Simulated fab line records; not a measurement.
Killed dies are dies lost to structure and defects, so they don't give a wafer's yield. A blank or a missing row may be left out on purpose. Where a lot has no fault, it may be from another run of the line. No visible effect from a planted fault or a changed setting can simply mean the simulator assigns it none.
fab line records / flow nandHarc
record lots=14 wafers=42 lastDay=31
route steps=1302 shown A_ONON_D2@554 A_CHANNEL_HOLE_D2@581
lots with no fault: from the same line, run without faults
startH: start of the lot's first displayed wafer, in hours after the record's first day / waitH: time in hours since the lot's previous step / " as in the row above / L1.1+2: several wafers, shown together as one row / - no value, or no start given / * or withheld: withheld / < > ~ a bound
route shown NAME@n: a module of which the file shows steps, and the number in the route of the first / usual: the fault-free wafers' mean and standard deviation / same: alike in all rows / chamber/n: place in a boat / sites: per-site readings / _std_site: the standard deviation of these / _edge_site: inner sites' mean taken away from outer sites' mean / radiusMm: how far each site lies from the wafer's centre / mask NAME#n: copy n / behind: the last tool/chamber to shape the wafer / hold: cause of the lot's hold/its duration in hours/its outcome / device: the n, p or np transistor that did not switch / end of line: at the end of the route, the tests of the same wafers / where a step has no rows: the recipe by itself / killed: dies lost to structure and defects at the first sort, not the wafer's yield / map: per-die view of a wafer (x killed, . not killed, _ where there is no die)
set.NAME: the setting the step ran with; set.NAME@STEP: the setting that earlier step ran with / model.NAME: the simulator's own value behind a step, which no gauge read
steps of the route over a sample of lots; a table a step, a row a wafer
services: a tool's chamber out of use, with start hour (startH, from the record's first day; less than 0 if before it), hours out, and reason
## steps
# step NHARC_A_ONON_D2_THK_MEAS_14
# recipe thkMeasGauge=ellipsometry
# usual thkNm=1004/10
lot.wafer=L499.4 tool=filmMetro-02 chamber=- startH=283.22 waitH=- thkNm=1003
lot.wafer=L499.5 tool=filmMetro-02 chamber=- startH=283.22 waitH=- thkNm=1003
lot.wafer=L499.6 tool=filmMetro-02 chamber=- startH=283.22 waitH=- thkNm=1005
lot.wafer=L498.1 tool=filmMetro-01 chamber=- startH=284.36 waitH=- thkNm=993
lot.wafer=L498.2 tool=filmMetro-01 chamber=- startH=284.36 waitH=- thkNm=992
lot.wafer=L498.4 tool=filmMetro-01 chamber=- startH=284.36 waitH=- thkNm=994
lot.wafer=L500.3 tool=filmMetro-02 chamber=- startH=293.97 waitH=- thkNm=1016
lot.wafer=L500.4 tool=filmMetro-02 chamber=- startH=293.97 waitH=- thkNm=1014
lot.wafer=L500.5 tool=filmMetro-02 chamber=- startH=293.97 waitH=- thkNm=1013
lot.wafer=L503.2 tool=filmMetro-01 chamber=- startH=324.58 waitH=- thkNm=994
lot.wafer=L503.4 tool=filmMetro-01 chamber=- startH=324.58 waitH=- thkNm=993
lot.wafer=L503.6 tool=filmMetro-01 chamber=- startH=324.58 waitH=- thkNm=994
lot.wafer=L506.1 tool=filmMetro-01 chamber=- startH=356.46 waitH=- thkNm=1013
lot.wafer=L506.3 tool=filmMetro-01 chamber=- startH=356.46 waitH=- thkNm=1014
lot.wafer=L506.5 tool=filmMetro-01 chamber=- startH=356.46 waitH=- thkNm=1015
lot.wafer=L505.1 tool=filmMetro-02 chamber=- startH=356.46 waitH=- thkNm=991
lot.wafer=L505.2 tool=filmMetro-02 chamber=- startH=356.46 waitH=- thkNm=992
lot.wafer=L505.4 tool=filmMetro-02 chamber=- startH=356.46 waitH=- thkNm=993
lot.wafer=L504.4 tool=filmMetro-02 chamber=- startH=356.63 waitH=- thkNm=1000
lot.wafer=L504.5 tool=filmMetro-02 chamber=- startH=356.63 waitH=- thkNm=999
lot.wafer=L504.6 tool=filmMetro-02 chamber=- startH=356.63 waitH=- thkNm=999
lot.wafer=L507.3 tool=filmMetro-01 chamber=- startH=364.14 waitH=- thkNm=1005
lot.wafer=L507.4 tool=filmMetro-01 chamber=- startH=364.14 waitH=- thkNm=1006
lot.wafer=L507.5 tool=filmMetro-01 chamber=- startH=364.14 waitH=- thkNm=1007
lot.wafer=L508.2 tool=filmMetro-02 chamber=- startH=391.42 waitH=- thkNm=993
lot.wafer=L508.4 tool=filmMetro-02 chamber=- startH=391.42 waitH=- thkNm=991
lot.wafer=L508.6 tool=filmMetro-02 chamber=- startH=391.42 waitH=- thkNm=991
lot.wafer=L509.3 tool=filmMetro-02 chamber=- startH=391.53 waitH=- thkNm=998
lot.wafer=L509.5 tool=filmMetro-02 chamber=- startH=391.53 waitH=- thkNm=1000
lot.wafer=L509.6 tool=filmMetro-02 chamber=- startH=391.53 waitH=- thkNm=1000
lot.wafer=L511.1 tool=filmMetro-02 chamber=- startH=412.47 waitH=- thkNm=1012
lot.wafer=L511.2 tool=filmMetro-02 chamber=- startH=412.47 waitH=- thkNm=1013
lot.wafer=L511.4 tool=filmMetro-02 chamber=- startH=412.47 waitH=- thkNm=1014
lot.wafer=L512.2 tool=filmMetro-02 chamber=- startH=429.88 waitH=- thkNm=1001
lot.wafer=L512.5 tool=filmMetro-02 chamber=- startH=429.88 waitH=- thkNm=1002
lot.wafer=L512.6 tool=filmMetro-02 chamber=- startH=429.88 waitH=- thkNm=1003
lot.wafer=L514.3 tool=filmMetro-02 chamber=- startH=438.56 waitH=- thkNm=1000
lot.wafer=L514.5 tool=filmMetro-02 chamber=- startH=438.56 waitH=- thkNm=999
lot.wafer=L514.6 tool=filmMetro-02 chamber=- startH=438.56 waitH=- thkNm=1001
lot.wafer=L517.4 tool=filmMetro-02 chamber=- startH=460.40 waitH=- thkNm=990
lot.wafer=L517.5 tool=filmMetro-02 chamber=- startH=460.40 waitH=- thkNm=988
lot.wafer=L517.6 tool=filmMetro-02 chamber=- startH=460.40 waitH=- thkNm=987
# step NHARC_A_ONON_D2_INSPECT_32
# usual rawDefectCount=386/150
lot.wafer=L498.1 tool=defectInspect-02 chamber=- startH=296.23 waitH=0.0 rawDefectCount=245
lot.wafer=L498.2 tool=defectInspect-02 chamber=- startH=296.23 waitH=0.0 rawDefectCount=396
lot.wafer=L498.4 tool=defectInspect-02 chamber=- startH=296.23 waitH=0.0 rawDefectCount=601
lot.wafer=L499.4 tool=defectInspect-01 chamber=- startH=296.23 waitH=0.0 rawDefectCount=245
lot.wafer=L499.5 tool=defectInspect-01 chamber=- startH=296.23 waitH=0.0 rawDefectCount=347
lot.wafer=L499.6 tool=defectInspect-01 chamber=- startH=296.23 waitH=0.0 rawDefectCount=372
lot.wafer=L500.3 tool=defectInspect-02 chamber=- startH=304.85 waitH=0.0 rawDefectCount=548
lot.wafer=L500.4 tool=defectInspect-02 chamber=- startH=304.85 waitH=0.0 rawDefectCount=401
lot.wafer=L500.5 tool=defectInspect-02 chamber=- startH=304.85 waitH=0.0 rawDefectCount=437
lot.wafer=L503.2 tool=defectInspect-02 chamber=- startH=335.33 waitH=0.0 rawDefectCount=532
lot.wafer=L503.4 tool=defectInspect-02 chamber=- startH=335.33 waitH=0.0 rawDefectCount=584
lot.wafer=L503.6 tool=defectInspect-02 chamber=- startH=335.33 waitH=0.0 rawDefectCount=294
lot.wafer=L504.4 tool=defectInspect-02 chamber=- startH=366.58 waitH=0.0 rawDefectCount=349
lot.wafer=L504.5 tool=defectInspect-02 chamber=- startH=366.58 waitH=0.0 rawDefectCount=206
lot.wafer=L504.6 tool=defectInspect-02 chamber=- startH=366.58 waitH=0.0 rawDefectCount=361
lot.wafer=L506.1 tool=defectInspect-01 chamber=- startH=366.61 waitH=0.0 rawDefectCount=354
lot.wafer=L506.3 tool=defectInspect-01 chamber=- startH=366.61 waitH=0.0 rawDefectCount=511
lot.wafer=L506.5 tool=defectInspect-01 chamber=- startH=366.61 waitH=0.0 rawDefectCount=291
lot.wafer=L505.1 tool=defectInspect-02 chamber=- startH=366.88 waitH=0.0 rawDefectCount=480
lot.wafer=L505.2 tool=defectInspect-02 chamber=- startH=366.88 waitH=0.0 rawDefectCount=297
lot.wafer=L505.4 tool=defectInspect-02 chamber=- startH=366.88 waitH=0.0 rawDefectCount=228
lot.wafer=L507.3 tool=defectInspect-02 chamber=- startH=389.26 waitH=0.0 rawDefectCount=279
lot.wafer=L507.4 tool=defectInspect-02 chamber=- startH=389.26 waitH=0.0 rawDefectCount=518
lot.wafer=L507.5 tool=defectInspect-02 chamber=- startH=389.26 waitH=0.0 rawDefectCount=561
lot.wafer=L508.2 tool=defectInspect-01 chamber=- startH=401.84 waitH=0.0 rawDefectCount=319
lot.wafer=L508.4 tool=defectInspect-01 chamber=- startH=401.84 waitH=0.0 rawDefectCount=357
lot.wafer=L508.6 tool=defectInspect-01 chamber=- startH=401.84 waitH=0.0 rawDefectCount=197
lot.wafer=L509.3 tool=defectInspect-02 chamber=- startH=402.16 waitH=0.0 rawDefectCount=385
lot.wafer=L509.5 tool=defectInspect-02 chamber=- startH=402.16 waitH=0.0 rawDefectCount=757
lot.wafer=L509.6 tool=defectInspect-02 chamber=- startH=402.16 waitH=0.0 rawDefectCount=399
lot.wafer=L511.1 tool=defectInspect-01 chamber=- startH=423.26 waitH=0.0 rawDefectCount=140
lot.wafer=L511.2 tool=defectInspect-01 chamber=- startH=423.26 waitH=0.0 rawDefectCount=191
lot.wafer=L511.4 tool=defectInspect-01 chamber=- startH=423.26 waitH=0.0 rawDefectCount=196
lot.wafer=L512.2 tool=defectInspect-01 chamber=- startH=440.58 waitH=0.0 rawDefectCount=302
lot.wafer=L512.5 tool=defectInspect-01 chamber=- startH=440.58 waitH=0.0 rawDefectCount=450
lot.wafer=L512.6 tool=defectInspect-01 chamber=- startH=440.58 waitH=0.0 rawDefectCount=202
lot.wafer=L514.3 tool=defectInspect-02 chamber=- startH=448.76 waitH=0.0 rawDefectCount=651
lot.wafer=L514.5 tool=defectInspect-02 chamber=- startH=448.76 waitH=0.0 rawDefectCount=535
lot.wafer=L514.6 tool=defectInspect-02 chamber=- startH=448.76 waitH=0.0 rawDefectCount=422
lot.wafer=L517.4 tool=defectInspect-01 chamber=- startH=470.24 waitH=0.0 rawDefectCount=185
lot.wafer=L517.5 tool=defectInspect-01 chamber=- startH=470.24 waitH=0.0 rawDefectCount=218
lot.wafer=L517.6 tool=defectInspect-01 chamber=- startH=470.24 waitH=0.0 rawDefectCount=280
# step NHARC_A_CHANNEL_HOLE_D2_DEVELOP_09
# recipe developTimeS=35 devTempC=23
# usual chillPlateTempC=23.00/0.11
lot.wafer=L499.4 tool=lithoTrack-01 chamber=0 startH=298 waitH=- chillPlateTempC=22.94
lot.wafer=L499.5 tool=lithoTrack-01 chamber=0 startH=298 waitH=- chillPlateTempC=23.02
lot.wafer=L499.6 tool=lithoTrack-01 chamber=0 startH=298 waitH=- chillPlateTempC=23.04
lot.wafer=L498.1 tool=lithoTrack-04 chamber=0 startH=298 waitH=- chillPlateTempC=23.15
lot.wafer=L498.2 tool=lithoTrack-04 chamber=0 startH=298 waitH=- chillPlateTempC=23.14
lot.wafer=L498.4 tool=lithoTrack-04 chamber=0 startH=298 waitH=- chillPlateTempC=23.06
lot.wafer=L500.3 tool=lithoTrack-01 chamber=0 startH=307 waitH=- chillPlateTempC=22.90
lot.wafer=L500.4 tool=lithoTrack-01 chamber=0 startH=307 waitH=- chillPlateTempC=23.03
lot.wafer=L500.5 tool=lithoTrack-01 chamber=0 startH=307 waitH=- chillPlateTempC=22.79
lot.wafer=L503.2 tool=lithoTrack-01 chamber=0 startH=339 waitH=- chillPlateTempC=22.67
lot.wafer=L503.4 tool=lithoTrack-01 chamber=0 startH=339 waitH=- chillPlateTempC=23.05
lot.wafer=L503.6 tool=lithoTrack-01 chamber=0 startH=339 waitH=- chillPlateTempC=23.02
lot.wafer=L504.4 tool=lithoTrack-06 chamber=0 startH=369 waitH=- chillPlateTempC=23.14
lot.wafer=L504.5 tool=lithoTrack-06 chamber=0 startH=369 waitH=- chillPlateTempC=23.07
lot.wafer=L504.6 tool=lithoTrack-06 chamber=0 startH=369 waitH=- chillPlateTempC=23.07
lot.wafer=L506.1 tool=lithoTrack-04 chamber=0 startH=369 waitH=- chillPlateTempC=22.85
lot.wafer=L506.3 tool=lithoTrack-04 chamber=0 startH=369 waitH=- chillPlateTempC=22.98
lot.wafer=L506.5 tool=lithoTrack-04 chamber=0 startH=369 waitH=- chillPlateTempC=22.92
lot.wafer=L505.1 tool=lithoTrack-01 chamber=0 startH=370 waitH=- chillPlateTempC=23.09
lot.wafer=L505.2 tool=lithoTrack-01 chamber=0 startH=370 waitH=- chillPlateTempC=23.09
lot.wafer=L505.4 tool=lithoTrack-01 chamber=0 startH=370 waitH=- chillPlateTempC=23.04
lot.wafer=L507.3 tool=lithoTrack-06 chamber=0 startH=392 waitH=- chillPlateTempC=22.95
lot.wafer=L507.4 tool=lithoTrack-06 chamber=0 startH=392 waitH=- chillPlateTempC=22.94
lot.wafer=L507.5 tool=lithoTrack-06 chamber=0 startH=392 waitH=- chillPlateTempC=22.83
lot.wafer=L508.2 tool=lithoTrack-06 chamber=0 startH=407 waitH=- chillPlateTempC=23.01
lot.wafer=L508.4 tool=lithoTrack-06 chamber=0 startH=407 waitH=- chillPlateTempC=23.04
lot.wafer=L508.6 tool=lithoTrack-06 chamber=0 startH=407 waitH=- chillPlateTempC=23.08
lot.wafer=L509.3 tool=lithoTrack-04 chamber=0 startH=408 waitH=- chillPlateTempC=22.88
lot.wafer=L509.5 tool=lithoTrack-04 chamber=0 startH=408 waitH=- chillPlateTempC=23.03
lot.wafer=L509.6 tool=lithoTrack-04 chamber=0 startH=408 waitH=- chillPlateTempC=22.95
lot.wafer=L511.1 tool=lithoTrack-04 chamber=0 startH=425 waitH=- chillPlateTempC=23.01
lot.wafer=L511.2 tool=lithoTrack-04 chamber=0 startH=425 waitH=- chillPlateTempC=22.92
lot.wafer=L511.4 tool=lithoTrack-04 chamber=0 startH=425 waitH=- chillPlateTempC=23.07
lot.wafer=L512.2 tool=lithoTrack-01 chamber=0 startH=443 waitH=- chillPlateTempC=23.20
lot.wafer=L512.5 tool=lithoTrack-01 chamber=0 startH=443 waitH=- chillPlateTempC=23.15
lot.wafer=L512.6 tool=lithoTrack-01 chamber=0 startH=443 waitH=- chillPlateTempC=23.19
lot.wafer=L514.3 tool=lithoTrack-06 chamber=0 startH=454 waitH=- chillPlateTempC=23.12
lot.wafer=L514.5 tool=lithoTrack-06 chamber=0 startH=454 waitH=- chillPlateTempC=23.04
lot.wafer=L514.6 tool=lithoTrack-06 chamber=0 startH=454 waitH=- chillPlateTempC=22.97
lot.wafer=L517.4 tool=lithoTrack-06 chamber=0 startH=475 waitH=- chillPlateTempC=22.81
lot.wafer=L517.5 tool=lithoTrack-06 chamber=0 startH=475 waitH=- chillPlateTempC=23.08
lot.wafer=L517.6 tool=lithoTrack-06 chamber=0 startH=475 waitH=- chillPlateTempC=23.01
# step NHARC_A_CHANNEL_HOLE_D2_CD_MEAS_10
# recipe targetCdNm=100 landingEnergyEv=500
# usual cdNm=99.9/0.52
lot.wafer=L499.4 tool=cdSem-03 chamber=0 startH=298.82 waitH=- cdNm=99.7
lot.wafer=L499.5 tool=cdSem-03 chamber=0 startH=298.82 waitH=- cdNm=100.2
lot.wafer=L499.6 tool=cdSem-03 chamber=0 startH=298.82 waitH=- cdNm=100.0
lot.wafer=L498.1 tool=cdSem-03 chamber=0 startH=298.97 waitH=- cdNm=99.6
lot.wafer=L498.2 tool=cdSem-03 chamber=0 startH=298.97 waitH=- cdNm=99.5
lot.wafer=L498.4 tool=cdSem-03 chamber=0 startH=298.97 waitH=- cdNm=99.3
lot.wafer=L500.3 tool=cdSem-03 chamber=0 startH=307.54 waitH=- cdNm=100.4
lot.wafer=L500.4 tool=cdSem-03 chamber=0 startH=307.54 waitH=- cdNm=100.7
lot.wafer=L500.5 tool=cdSem-03 chamber=0 startH=307.54 waitH=- cdNm=100.4
lot.wafer=L503.2 tool=cdSem-01 chamber=0 startH=339.31 waitH=- cdNm=101.1
lot.wafer=L503.4 tool=cdSem-01 chamber=0 startH=339.31 waitH=- cdNm=101.0
lot.wafer=L503.6 tool=cdSem-01 chamber=0 startH=339.31 waitH=- cdNm=100.4
lot.wafer=L504.4 tool=cdSem-02 chamber=0 startH=369.32 waitH=- cdNm=100.0
lot.wafer=L504.5 tool=cdSem-02 chamber=0 startH=369.32 waitH=- cdNm=99.5
lot.wafer=L504.6 tool=cdSem-02 chamber=0 startH=369.32 waitH=- cdNm=100.0
lot.wafer=L506.1 tool=cdSem-01 chamber=0 startH=369.96 waitH=- cdNm=99.9
lot.wafer=L506.3 tool=cdSem-01 chamber=0 startH=369.96 waitH=- cdNm=100.2
lot.wafer=L506.5 tool=cdSem-01 chamber=0 startH=369.96 waitH=- cdNm=99.6
lot.wafer=L505.1 tool=cdSem-01 chamber=0 startH=370.72 waitH=- cdNm=100.1
lot.wafer=L505.2 tool=cdSem-01 chamber=0 startH=370.72 waitH=- cdNm=100.3
lot.wafer=L505.4 tool=cdSem-01 chamber=0 startH=370.72 waitH=- cdNm=99.7
lot.wafer=L507.3 tool=cdSem-01 chamber=0 startH=392.60 waitH=- cdNm=99.2
lot.wafer=L507.4 tool=cdSem-01 chamber=0 startH=392.60 waitH=- cdNm=100.1
lot.wafer=L507.5 tool=cdSem-01 chamber=0 startH=392.60 waitH=- cdNm=99.1
lot.wafer=L508.2 tool=cdSem-03 chamber=0 startH=407.41 waitH=- cdNm=99.7
lot.wafer=L508.4 tool=cdSem-03 chamber=0 startH=407.41 waitH=- cdNm=99.5
lot.wafer=L508.6 tool=cdSem-03 chamber=0 startH=407.41 waitH=- cdNm=98.9
lot.wafer=L509.3 tool=cdSem-01 chamber=0 startH=409.03 waitH=- cdNm=100.2
lot.wafer=L509.5 tool=cdSem-01 chamber=0 startH=409.03 waitH=- cdNm=100.4
lot.wafer=L509.6 tool=cdSem-01 chamber=0 startH=409.03 waitH=- cdNm=100.4
lot.wafer=L511.1 tool=cdSem-02 chamber=0 startH=425.97 waitH=- cdNm=100.3
lot.wafer=L511.2 tool=cdSem-02 chamber=0 startH=425.97 waitH=- cdNm=99.8
lot.wafer=L511.4 tool=cdSem-02 chamber=0 startH=425.97 waitH=- cdNm=99.8
lot.wafer=L512.2 tool=cdSem-03 chamber=0 startH=443.75 waitH=- cdNm=100.3
lot.wafer=L512.5 tool=cdSem-03 chamber=0 startH=443.75 waitH=- cdNm=100.5
lot.wafer=L512.6 tool=cdSem-03 chamber=0 startH=443.75 waitH=- cdNm=100.0
lot.wafer=L514.3 tool=cdSem-01 chamber=0 startH=454.09 waitH=- cdNm=99.3
lot.wafer=L514.5 tool=cdSem-01 chamber=0 startH=454.09 waitH=- cdNm=102.1
lot.wafer=L514.6 tool=cdSem-01 chamber=0 startH=454.09 waitH=- cdNm=99.2
lot.wafer=L517.4 tool=cdSem-01 chamber=0 startH=475.48 waitH=- cdNm=100.8
lot.wafer=L517.5 tool=cdSem-01 chamber=0 startH=475.48 waitH=- cdNm=101.7
lot.wafer=L517.6 tool=cdSem-01 chamber=0 startH=475.48 waitH=- cdNm=99.4
# step NHARC_A_CHANNEL_HOLE_D2_OVL_MEAS_11
# usual overlayXNm=-0.2/1.1 overlayYNm=0.1/0.81
lot.wafer=L499.4 tool=overlay-02 chamber=- startH=298.91 waitH=- overlayXNm=-0.5 overlayYNm=0.5
lot.wafer=L499.5 tool=overlay-02 chamber=- startH=298.91 waitH=- overlayXNm=-0.4 overlayYNm=0.2
lot.wafer=L499.6 tool=overlay-02 chamber=- startH=298.91 waitH=- overlayXNm=-0.5 overlayYNm=0.3
lot.wafer=L498.1 tool=overlay-02 chamber=- startH=299.06 waitH=- overlayXNm=-1.3 overlayYNm=1.7
lot.wafer=L498.2 tool=overlay-02 chamber=- startH=299.06 waitH=- overlayXNm=-1.0 overlayYNm=1.4
lot.wafer=L498.4 tool=overlay-02 chamber=- startH=299.06 waitH=- overlayXNm=-1.1 overlayYNm=1.1
lot.wafer=L500.3 tool=overlay-02 chamber=- startH=307.63 waitH=- overlayXNm=0.1 overlayYNm=1.2
lot.wafer=L500.4 tool=overlay-02 chamber=- startH=307.63 waitH=- overlayXNm=-0.1 overlayYNm=1.7
lot.wafer=L500.5 tool=overlay-02 chamber=- startH=307.63 waitH=- overlayXNm=0.2 overlayYNm=1.2
lot.wafer=L503.2 tool=overlay-02 chamber=- startH=339.40 waitH=- overlayXNm=1.2 overlayYNm=-0.4
lot.wafer=L503.4 tool=overlay-02 chamber=- startH=339.40 waitH=- overlayXNm=1.0 overlayYNm=-0.9
lot.wafer=L503.6 tool=overlay-02 chamber=- startH=339.40 waitH=- overlayXNm=1.1 overlayYNm=-0.7
lot.wafer=L504.4 tool=overlay-02 chamber=- startH=369.40 waitH=- overlayXNm=0.5 overlayYNm=-1.7
lot.wafer=L504.5 tool=overlay-02 chamber=- startH=369.40 waitH=- overlayXNm=0.2 overlayYNm=-1.7
lot.wafer=L504.6 tool=overlay-02 chamber=- startH=369.40 waitH=- overlayXNm=0.7 overlayYNm=-1.4
lot.wafer=L506.1 tool=overlay-01 chamber=- startH=370.05 waitH=- overlayXNm=-1.0 overlayYNm=0.8
lot.wafer=L506.3 tool=overlay-01 chamber=- startH=370.05 waitH=- overlayXNm=-0.5 overlayYNm=1.5
lot.wafer=L506.5 tool=overlay-01 chamber=- startH=370.05 waitH=- overlayXNm=-0.7 overlayYNm=1.2
lot.wafer=L505.1 tool=overlay-02 chamber=- startH=370.81 waitH=- overlayXNm=-3.1 overlayYNm=0.8
lot.wafer=L505.2 tool=overlay-02 chamber=- startH=370.81 waitH=- overlayXNm=-2.4 overlayYNm=0.5
lot.wafer=L505.4 tool=overlay-02 chamber=- startH=370.81 waitH=- overlayXNm=-2.6 overlayYNm=1.1
lot.wafer=L507.3 tool=overlay-02 chamber=- startH=392.68 waitH=- overlayXNm=-2.6 overlayYNm=-0.8
lot.wafer=L507.4 tool=overlay-02 chamber=- startH=392.68 waitH=- overlayXNm=-2.5 overlayYNm=-1.0
lot.wafer=L507.5 tool=overlay-02 chamber=- startH=392.68 waitH=- overlayXNm=-2.3 overlayYNm=-0.5
lot.wafer=L508.2 tool=overlay-02 chamber=- startH=407.49 waitH=- overlayXNm=1.7 overlayYNm=0.2
lot.wafer=L508.4 tool=overlay-02 chamber=- startH=407.49 waitH=- overlayXNm=1.6 overlayYNm=0.2
lot.wafer=L508.6 tool=overlay-02 chamber=- startH=407.49 waitH=- overlayXNm=1.5 overlayYNm=0.3
lot.wafer=L509.3 tool=overlay-02 chamber=- startH=409.11 waitH=- overlayXNm=0.6 overlayYNm=0.3
lot.wafer=L509.5 tool=overlay-02 chamber=- startH=409.11 waitH=- overlayXNm=1.1 overlayYNm=0.5
lot.wafer=L509.6 tool=overlay-02 chamber=- startH=409.11 waitH=- overlayXNm=0.3 overlayYNm=0.9
lot.wafer=L511.1 tool=overlay-01 chamber=- startH=426.06 waitH=- overlayXNm=0.9 overlayYNm=0.8
lot.wafer=L511.2 tool=overlay-01 chamber=- startH=426.06 waitH=- overlayXNm=1.1 overlayYNm=-0.3
lot.wafer=L511.4 tool=overlay-01 chamber=- startH=426.06 waitH=- overlayXNm=1.5 overlayYNm=0.5
lot.wafer=L512.2 tool=overlay-02 chamber=- startH=443.84 waitH=- overlayXNm=1.3 overlayYNm=1.1
lot.wafer=L512.5 tool=overlay-02 chamber=- startH=443.84 waitH=- overlayXNm=1.6 overlayYNm=0.9
lot.wafer=L512.6 tool=overlay-02 chamber=- startH=443.84 waitH=- overlayXNm=1.1 overlayYNm=1.4
lot.wafer=L514.3 tool=overlay-01 chamber=- startH=454.17 waitH=- overlayXNm=0.2 overlayYNm=0.0
lot.wafer=L514.5 tool=overlay-01 chamber=- startH=454.17 waitH=- overlayXNm=0.6 overlayYNm=-0.4
lot.wafer=L514.6 tool=overlay-01 chamber=- startH=454.17 waitH=- overlayXNm=-0.3 overlayYNm=-0.2
lot.wafer=L517.4 tool=overlay-01 chamber=- startH=475.56 waitH=- overlayXNm=-0.2 overlayYNm=1.0
lot.wafer=L517.5 tool=overlay-01 chamber=- startH=475.56 waitH=- overlayXNm=-0.6 overlayYNm=1.2
lot.wafer=L517.6 tool=overlay-01 chamber=- startH=475.56 waitH=- overlayXNm=-1.2 overlayYNm=0.6
## services
tool=lithoTrack-01 chamber=- startH=330.00 hours=7.0 kind=pm
tool=lithoTrack-06 chamber=- startH=354.00 hours=7.0 kind=pm
tool=lithoTrack-04 chamber=- startH=378.00 hours=7.0 kind=pm
## key
firstSign step=NHARC_A_CHANNEL_HOLE_D2_CD_MEAS_10 reading=cdNm direction=up sigmas=3.2 usual=99.9 struck=101.5
effect none on later readings
metAt NHARC_A_CHANNEL_HOLE_D2_DEVELOP_09
struckLots L514,L517
struckWafers L514.5,L517.4,L517.5
testerLeftOut L514,L517
notActingAt NHARC_A_ONON_D2_THK_MEAS_14,NHARC_A_ONON_D2_INSPECT_32,NHARC_A_CHANNEL_HOLE_D2_OVL_MEAS_11
onsetBetween 407 454
fault kind=processParameterDrift tool=lithoTrack-06 chamber=- onsetH=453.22 steps=NHARC_A_CHANNEL_HOLE_D2_DEVELOP_09 channel=developTimeS offset=* shape=step endH=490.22 scope=struckWafersOnly actsIn=* stated=*
# testerLeftOut: of these lots the tester's yield and bins aren't shown, on N5 and GAA mostly nor the transistor test; their killed dies are dies lost to structure and defects alone, not to doping, threshold or leakage, so they don't give the yield
